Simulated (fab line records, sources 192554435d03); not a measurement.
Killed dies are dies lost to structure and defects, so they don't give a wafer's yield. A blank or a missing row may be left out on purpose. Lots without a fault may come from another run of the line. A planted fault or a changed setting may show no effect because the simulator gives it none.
Split-lot experiment | flow n5_finfet | 7 lots, 38 wafers read, on a route of 1938 steps

THE SPLIT
At N5_WELL_APT_DEVELOP_07 (develop time 45 s), the setting develop_time_s was moved away from the recipe's 45 s on 15 of the 38 wafers read, by -51.0% to +38.2%. The other wafers ran this setting at the recipe's value.

FROM THE SPLIT TO THE READING: what the file shows between them, 1 step
- N5_WELL_APT_HARDBAKE_12: time 120 s

THE READING
WELL_APT.cd_nm (the simulator's own value, which no gauge read), in nm, at N5_WELL_APT_DESCUM_13 (chemistry O2, time 7.9 s). The file gives no usual value for it. The 23 wafers here that ran the recipe average 200.3 nm, standard deviation 1.3 nm.

wafer  | tool, chamber at the split | develop_time_s as run, s | against the recipe | WELL_APT.cd_nm, nm | against lot-mates on the recipe
L078.1 | litho_track-01, 0          | 28.77                    | -36.1%             | 201                | -1.8
L078.2 | litho_track-01, 0          | 45                       | recipe             | 202.7              | -
L078.3 | litho_track-01, 0          | 45                       | recipe             | 203.3              | -
L078.4 | litho_track-01, 0          | 45                       | recipe             | 202.5              | -
L078.5 | litho_track-01, 0          | 28.77                    | -36.1%             | 200.9              | -1.9
L078.6 | litho_track-01, 0          | 28.77                    | -36.1%             | 200.9              | -1.9
L080.1 | litho_track-02, 0          | 23.54                    | -47.7%             | 195                | -3.7
L080.3 | litho_track-02, 0          | 23.54                    | -47.7%             | 195                | -3.7
L080.2 | litho_track-02, 0          | 45                       | recipe             | 198.5              | -
L080.4 | litho_track-02, 0          | 45                       | recipe             | 198.9              | -
L080.5 | litho_track-02, 0          | 45                       | recipe             | 198.6              | -
L080.6 | litho_track-02, 0          | 23.54                    | -47.7%             | 196.2              | -2.5
L082.1 | litho_track-01, 0          | 45                       | recipe             | 199.6              | -
L082.2 | litho_track-01, 0          | 45                       | recipe             | 200.8              | -
L082.4 | litho_track-01, 0          | 45                       | recipe             | 200.8              | -
L082.3 | litho_track-01, 0          | 45                       | recipe             | 200.4              | -
L082.5 | litho_track-01, 0          | 45                       | recipe             | 200.6              | -
L082.6 | litho_track-01, 0          | 45                       | recipe             | 201.2              | -
L085.1 | litho_track-01, 0          | 45                       | recipe             | 199.3              | -
L085.2 | litho_track-01, 0          | 62.18                    | +38.2%             | 201.7              | +1.6
L085.3 | litho_track-01, 0          | 45                       | recipe             | 200.4              | -
L085.4 | litho_track-01, 0          | 45                       | recipe             | 200.6              | -
L085.5 | litho_track-01, 0          | 62.18                    | +38.2%             | 200.7              | +0.6
L085.6 | litho_track-01, 0          | 62.18                    | +38.2%             | 202.4              | +2.3
L086.1 | litho_track-02, 0          | 45                       | recipe             | 199.5              | -
L086.2 | litho_track-02, 0          | 45                       | recipe             | 200.1              | -
L086.3 | litho_track-02, 0          | 45                       | recipe             | 199.1              | -
L086.4 | litho_track-02, 0          | 33.54                    | -25.5%             | 198.4              | -1.2
L086.5 | litho_track-02, 0          | 33.54                    | -25.5%             | 198.3              | -1.3
L086.6 | litho_track-02, 0          | 33.54                    | -25.5%             | 197.4              | -2.2
L089.2 | litho_track-02, 0          | 45                       | recipe             | 198.3              | -
L089.6 | litho_track-02, 0          | 45                       | recipe             | 200.9              | -
L092.1 | litho_track-02, 0          | 22.07                    | -51.0%             | 196.7              | -3.5
L092.2 | litho_track-02, 0          | 22.07                    | -51.0%             | 197.5              | -2.7
L092.3 | litho_track-02, 0          | 45                       | recipe             | 200.2              | -
L092.4 | litho_track-02, 0          | 22.07                    | -51.0%             | 196.2              | -4.0
L092.5 | litho_track-02, 0          | 45                       | recipe             | 200.8              | -
L092.6 | litho_track-02, 0          | 45                       | recipe             | 199.6              | -

THE FIT
A straight line over all 38 wafers: WELL_APT.cd_nm changes by +0.058 nm for each +1% of develop_time_s; r = +0.68; the points scatter about the line by 1.5 nm.
The same after taking each lot's own level away (the mean of its wafers on the recipe; 38 wafers): +0.0579 nm for each +1%; r = +0.92; scatter 0.62 nm.
On that fit, the largest move of develop_time_s shifts the reading by 2.9 nm.
The lots' own levels span 198.67 to 202.83 nm, that is 3.2 times the standard deviation above.
So the lot-to-lot level blurs the effect unless lot-mates are compared.
Check: with one of the wafers moved furthest among these (-51.0%) left out of the fit, the line predicts -3.02 nm for it against its lot-mates. It came out at -3.5 nm against them.

THE FILE'S OWN FIT
WELL_APT.cd_nm changes by +0.0596 nm for each +1% of develop_time_s, r = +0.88.
